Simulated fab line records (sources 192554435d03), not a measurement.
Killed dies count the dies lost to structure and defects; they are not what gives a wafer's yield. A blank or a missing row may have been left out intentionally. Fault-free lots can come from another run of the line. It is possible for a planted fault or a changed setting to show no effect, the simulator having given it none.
Split-lot experiment / flow n5Finfet / route with 1938 steps; 7 lots, 21 wafers read

THE SPLIT ITSELF
At N5_BEOL_M2_EXPOSE_25 (exposes mask V1, defocus 5 nm), the setting doseMj was moved away from the recipe's 63 on 5 of the 21 wafers read, by -4.2% to +5.2%. All remaining wafers had this setting at the recipe value.

FROM THE SPLIT TO THE READING: what the file shows between them, 2 steps
- N5_BEOL_M2_PEB_26: peb time 60 s
- N5_BEOL_M2_DEVELOP_27: develop time 30 s

THE READING
cdNm, in nm, at N5_BEOL_M2_CD_MEAS_28 (target cd 26.2 nm, target cd y 24.1 nm). Fault-free wafers of this fab line usually give 26.22 nm, standard deviation 0.22 nm.

wafer=L074.1; tool, chamber at the split=euvScanner-01, 0; doseMj as run=63; against the recipe=recipe; cdNm, nm=26.32; against lot-mates on the recipe=-
wafer=L074.2; tool, chamber at the split=euvScanner-01, 0; doseMj as run=63; against the recipe=recipe; cdNm, nm=26.33; against lot-mates on the recipe=-
wafer=L074.3; tool, chamber at the split=euvScanner-01, 0; doseMj as run=63; against the recipe=recipe; cdNm, nm=26.50; against lot-mates on the recipe=-
wafer=L075.1; tool, chamber at the split=euvScanner-01, 0; doseMj as run=63; against the recipe=recipe; cdNm, nm=26.31; against lot-mates on the recipe=-
wafer=L075.3; tool, chamber at the split=euvScanner-01, 0; doseMj as run=63; against the recipe=recipe; cdNm, nm=25.92; against lot-mates on the recipe=-
wafer=L075.5; tool, chamber at the split=euvScanner-01, 0; doseMj as run=63; against the recipe=recipe; cdNm, nm=26.27; against lot-mates on the recipe=-
wafer=L081.2; tool, chamber at the split=euvScanner-02, 0; doseMj as run=63; against the recipe=recipe; cdNm, nm=26.09; against lot-mates on the recipe=-
wafer=L081.3; tool, chamber at the split=euvScanner-02, 0; doseMj as run=63; against the recipe=recipe; cdNm, nm=26.16; against lot-mates on the recipe=-
wafer=L081.4; tool, chamber at the split=euvScanner-02, 0; doseMj as run=63; against the recipe=recipe; cdNm, nm=25.78; against lot-mates on the recipe=-
wafer=L084.3; tool, chamber at the split=euvScanner-01, 0; doseMj as run=63; against the recipe=recipe; cdNm, nm=26.11; against lot-mates on the recipe=-
wafer=L084.4; tool, chamber at the split=euvScanner-01, 0; doseMj as run=60.79; against the recipe=-3.5%; cdNm, nm=25.54; against lot-mates on the recipe=-0.57
wafer=L084.6; tool, chamber at the split=euvScanner-01, 0; doseMj as run=60.79; against the recipe=-3.5%; cdNm, nm=25.31; against lot-mates on the recipe=-0.80
wafer=L085.1; tool, chamber at the split=euvScanner-01, 0; doseMj as run=66.3; against the recipe=+5.2%; cdNm, nm=27.25; against lot-mates on the recipe=+1.16
wafer=L085.2; tool, chamber at the split=euvScanner-01, 0; doseMj as run=63; against the recipe=recipe; cdNm, nm=26.28; against lot-mates on the recipe=-
wafer=L085.6; tool, chamber at the split=euvScanner-01, 0; doseMj as run=63; against the recipe=recipe; cdNm, nm=25.90; against lot-mates on the recipe=-
wafer=L092.2; tool, chamber at the split=euvScanner-02, 0; doseMj as run=63; against the recipe=recipe; cdNm, nm=26.17; against lot-mates on the recipe=-
wafer=L092.3; tool, chamber at the split=euvScanner-02, 0; doseMj as run=63; against the recipe=recipe; cdNm, nm=26.17; against lot-mates on the recipe=-
wafer=L092.5; tool, chamber at the split=euvScanner-02, 0; doseMj as run=65.02; against the recipe=+3.2%; cdNm, nm=26.67; against lot-mates on the recipe=+0.50
wafer=L094.2; tool, chamber at the split=euvScanner-01, 0; doseMj as run=63; against the recipe=recipe; cdNm, nm=26.44; against lot-mates on the recipe=-
wafer=L094.3; tool, chamber at the split=euvScanner-01, 0; doseMj as run=63; against the recipe=recipe; cdNm, nm=26.36; against lot-mates on the recipe=-
wafer=L094.6; tool, chamber at the split=euvScanner-01, 0; doseMj as run=60.36; against the recipe=-4.2%; cdNm, nm=25.29; against lot-mates on the recipe=-1.11

FIT RESULTS
A straight line over all 21 wafers: cdNm changes by +0.203 nm for each +1% of doseMj; r = +0.91; the points scatter about the line by 0.19 nm.
The same after taking each lot's own level away (the mean of its wafers on the recipe; 21 wafers): +0.214 nm for each +1%; r = +0.95; scatter 0.14 nm.
On that fit, the largest move of doseMj shifts the reading by 1.1 nm.
The span of the lots' own levels, 26.010 to 26.400 nm, comes to 1.8 times the standard deviation stated above.
So the lot-to-lot level changes the slope little: the two slopes agree.
Check: with one of the wafers moved furthest among these (+5.2%) left out of the fit, the line predicts +1.08 nm for it against its lot-mates. Against them it came out at +1.16 nm.

THESE WAFERS: OTHER SPLITS
Note: prior to the reading, these wafers also went through further splits. Each is held against what the fit with the lots' levels taken away leaves over:
other split on the same wafers=N5_BEOL_M0_SAQP_EXPOSE_37 doseMj; wafers away from the commonest value=7; r with cdNm (lot level and that fit taken away)=+0.21
other split on the same wafers=N5_BEOL_M0_SAQP_CUT_ETCH_46 sourceW; wafers away from the commonest value=8; r with cdNm (lot level and that fit taken away)=-0.12
other split on the same wafers=N5_BEOL_M0_ETCH_109 biasW; wafers away from the commonest value=9; r with cdNm (lot level and that fit taken away)=-0.29
other split on the same wafers=N5_BEOL_M2_COAT_67 spinRpm; wafers away from the commonest value=7; r with cdNm (lot level and that fit taken away)=+0.22

THE FILE'S OWN FIT
cdNm changes by +0.218 nm for each +1% of doseMj, r = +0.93.
